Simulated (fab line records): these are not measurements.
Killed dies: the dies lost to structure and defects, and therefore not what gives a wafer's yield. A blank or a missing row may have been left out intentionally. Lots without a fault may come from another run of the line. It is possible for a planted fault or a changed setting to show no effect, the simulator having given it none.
Chamber matching || flow nand-harc || NHARC_A_M0_DEP_32 on pecvd-01: 3 sister chambers
The step deposits SiCN, target thk 30 nm. 6 wafers are shown with their chamber, then 7 later ones without.

## WAFERS, EACH WITH ITS CHAMBER
{"wafer": "L082.6", "chamber": 2, "showerhead-vpp-V (V)": 1342, "heater-power-w (W)": 766}
{"wafer": "L084.3", "chamber": 0, "showerhead-vpp-V (V)": 1356, "heater-power-w (W)": 659}
{"wafer": "L084.5", "chamber": 2, "showerhead-vpp-V (V)": 1340, "heater-power-w (W)": 732}
{"wafer": "L084.6", "chamber": 1, "showerhead-vpp-V (V)": 1311, "heater-power-w (W)": 623}
{"wafer": "L088.1", "chamber": 0, "showerhead-vpp-V (V)": 1323, "heater-power-w (W)": 631}
{"wafer": "L088.3", "chamber": 1, "showerhead-vpp-V (V)": 1302, "heater-power-w (W)": 640}

## WAFERS MISSING THEIR CHAMBER
{"wafer": "L088.4", "showerhead-vpp-V (V)": 1354, "heater-power-w (W)": 751}
{"wafer": "L090.1", "showerhead-vpp-V (V)": 1326, "heater-power-w (W)": 681}
{"wafer": "L090.3", "showerhead-vpp-V (V)": 1344, "heater-power-w (W)": 673}
{"wafer": "L090.4", "showerhead-vpp-V (V)": 1330, "heater-power-w (W)": 693}
{"wafer": "L096.1", "showerhead-vpp-V (V)": 1359, "heater-power-w (W)": 756}
{"wafer": "L096.3", "showerhead-vpp-V (V)": 1328, "heater-power-w (W)": 571}
{"wafer": "L096.4", "showerhead-vpp-V (V)": 1308, "heater-power-w (W)": 690}

## WHICH CHAMBER EACH ONE RAN IN
{"wafer": "L088.4", "from the rows above": 2, "in truth": 2}
{"wafer": "L090.1", "from the rows above": "can't be placed: 0 or 1 or 2", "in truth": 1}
{"wafer": "L090.3", "from the rows above": "can't be placed: 0 or 1", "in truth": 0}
{"wafer": "L090.4", "from the rows above": "can't be placed: 0 or 2 or 1", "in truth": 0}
{"wafer": "L096.1", "from the rows above": 2, "in truth": 2}
{"wafer": "L096.3", "from the rows above": "can't be placed: 1 or 0", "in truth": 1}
{"wafer": "L096.4", "from the rows above": "can't be placed: 1 or 0 or 2", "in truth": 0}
Placed correctly: 2 of 7. Not placeable from these rows: 5 (in 5, the candidates include the true chamber). Wrongly placed: 0.
How it was worked out, from the rows above alone: a wafer's distance from a chamber is the root of the sum, over the readings, of the square of ((its reading less the chamber's mean) divided by the reading's scatter). If the next closest chamber is less than 2 further off than the closest, the wafer can't be placed; otherwise it belongs to the closest. For every chamber, the mean is computed from those of its wafers that are shown. How the scatter is found: for the shown wafers, subtract from each reading the mean of its chamber, square and add these, divide the total by (wafers less chambers), then take the root.
